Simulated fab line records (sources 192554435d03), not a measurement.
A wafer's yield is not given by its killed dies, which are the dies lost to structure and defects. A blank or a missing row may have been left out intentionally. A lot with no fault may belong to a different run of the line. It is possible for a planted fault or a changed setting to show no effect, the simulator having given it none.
Chamber matching | flow n5 finfet | 4 sister chambers for N5_SD_EPI_N_ETCHBACK_44 on rie diel-05
The step etches SiNx in CH3F/O2, stops on SiO2, target depth 14.5 nm. 22 wafers are shown with their chamber, then 11 later ones without.

WAFERS PAIRED WITH THEIR CHAMBERS
wafer  | chamber | drypump motor current A (A) | throttle valve pct (%) | showerhead plenum p Torr (Torr)
L078.1 | 1       | 6.2                         | 16.39                  | 2.05
L078.3 | 0       | 5.5                         | 16.54                  | 2.03
L078.6 | 1       | 6.2                         | 16.41                  | 2.05
L080.1 | 1       | 6.2                         | 16.42                  | 2.04
L080.2 | 2       | 4.9                         | 16.04                  | 2.08
L080.4 | 0       | 5.5                         | 16.55                  | 2.03
L081.2 | 1       | 6.2                         | 16.41                  | 2.04
L081.5 | 3       | 5.4                         | 16.05                  | 2.11
L081.6 | 0       | 5.5                         | 16.58                  | 2.03
L082.1 | 2       | 4.9                         | 16.06                  | 2.08
L082.2 | 3       | 5.5                         | 16.04                  | 2.11
L082.3 | 0       | 5.5                         | 16.58                  | 2.03
L083.3 | 0       | 5.5                         | 16.56                  | 2.03
L083.4 | 1       | 6.2                         | 16.41                  | 2.04
L083.5 | 3       | 5.5                         | 16.05                  | 2.11
L084.3 | 1       | 6.2                         | 16.41                  | 2.04
L084.4 | 3       | 5.5                         | 16.04                  | 2.11
L084.6 | 3       | 5.5                         | 16.05                  | 2.11
L088.1 | 1       | 6.2                         | 16.43                  | 2.04
L088.3 | 2       | 4.9                         | 16.07                  | 2.07
L088.5 | 1       | 6.2                         | 16.44                  | 2.04
L089.1 | 1       | 6.2                         | 16.45                  | 2.04

SIGNATURES (averages over the wafers above)
reading                  | chamber 0 | chamber 1 | chamber 2 | chamber 3 | scatter within a chamber
drypump motor current A  | 5.500     | 6.200     | 4.900     | 5.480     | 0.0211
throttle valve pct       | 16.5620   | 16.4189   | 16.0567   | 16.0460   | 0.0159
showerhead plenum p Torr | 2.0300    | 2.0422    | 2.0767    | 2.1100    | 0.00351
Rule: for a wafer and a chamber, the distance is found by dividing, reading by reading, the gap between the wafer's reading and the chamber's mean by the reading's scatter, squaring, summing and taking the root. If the next closest chamber is less than 2 further off than the closest, the wafer can't be placed; otherwise it belongs to the closest. The scatter: take each reading less its chamber's mean, square it, sum over the shown wafers, divide by the number of wafers less the number of chambers, and take the root.

WAFERS WITH NO CHAMBER GIVEN
wafer  | drypump motor current A (A) | throttle valve pct (%) | showerhead plenum p Torr (Torr)
L089.5 | 6.2                         | 16.44                  | 2.04
L089.6 | 5.5                         | 16.59                  | 2.02
L091.1 | 6.2                         | 16.44                  | 2.04
L091.2 | 5.5                         | 16.08                  | 2.10
L091.6 | 6.2                         | 16.45                  | 2.04
L092.1 | 6.2                         | 16.44                  | 2.04
L092.3 | 4.9                         | 16.10                  | 2.07
L092.4 | 5.5                         | 16.62                  | 2.02
L097.1 | 5.5                         | 16.12                  | 2.10
L097.3 | 6.2                         | 16.49                  | 2.03
L097.5 | 4.9                         | 16.11                  | 2.07

EACH ONE'S CHAMBER
wafer  | from the rows above | in truth
L089.5 | 1                   | 1
L089.6 | 0                   | 0
L091.1 | 1                   | 1
L091.2 | 3                   | 3
L091.6 | 1                   | 1
L092.1 | 1                   | 1
L092.3 | 2                   | 2
L092.4 | 0                   | 0
L097.1 | 3                   | 3
L097.3 | 1                   | 1
L097.5 | 2                   | 2
Correctly placed: 11 of 11. Can't be placed from these rows: 0. Placed wrongly: 0.
